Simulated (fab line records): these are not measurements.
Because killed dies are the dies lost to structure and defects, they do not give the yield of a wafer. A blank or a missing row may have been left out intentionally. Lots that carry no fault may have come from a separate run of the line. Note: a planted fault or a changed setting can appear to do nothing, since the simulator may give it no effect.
Matching of chambers ; flow nandHarc ; NHARC_A_M1_ETCH_15 on rieDiel-03: 4 sister chambers
The step etches the open film in C4F8/Ar, target depth 182.5 nm, time 91.2 s. 8 wafers are shown with their chamber, then 7 later ones without.

## WAFERS WITH THEIR CHAMBER
wafer;chamber;rfVppV (V);oesProductAu (a.u.)
L499.2;0;438.9;0.990
L499.3;3;443.3;0.962
L497.3;0;438.7;0.974
L500.1;3;443.5;0.975
L500.5;2;444.2;0.961
L500.6;1;441.4;0.955
L516.1;2;444.4;0.958
L516.2;1;442.6;0.966

## WAFERS MISSING THEIR CHAMBER
wafer;rfVppV (V);oesProductAu (a.u.)
L516.3;437.7;0.983
L520.3;443.5;0.999
L520.4;441.6;0.999
L520.6;443.4;1.000
L518.1;438.7;0.954
L518.2;442.5;0.965
L518.3;445.1;0.958

## EACH ONE'S CHAMBER
wafer;from the rows above;in truth
L516.3;0;0
L520.3;can't be placed: 3 or 2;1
L520.4;can't be placed: 1 or 3 or 0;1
L520.6;can't be placed: 3 or 2 or 1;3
L518.1;0;0
L518.2;can't be placed: 1 or 3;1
L518.3;2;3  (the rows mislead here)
Correctly placed: 2 of 7. Cannot be placed on the basis of these rows: 4; the candidates contain the true chamber in 3. Wrongly placed: 1.
How it was worked out, from the rows above alone: a wafer's distance from a chamber is the root of the sum, over the readings, of the square of ((its reading less the chamber's mean) divided by the reading's scatter). The wafer belongs to the nearest chamber; if the next one is less than 2 further off, it can't be placed. The mean given for a chamber averages the wafers shown for that chamber. The scatter: take each reading less its chamber's mean, square it, sum over the shown wafers, divide by the number of wafers less the number of chambers, and take the root.
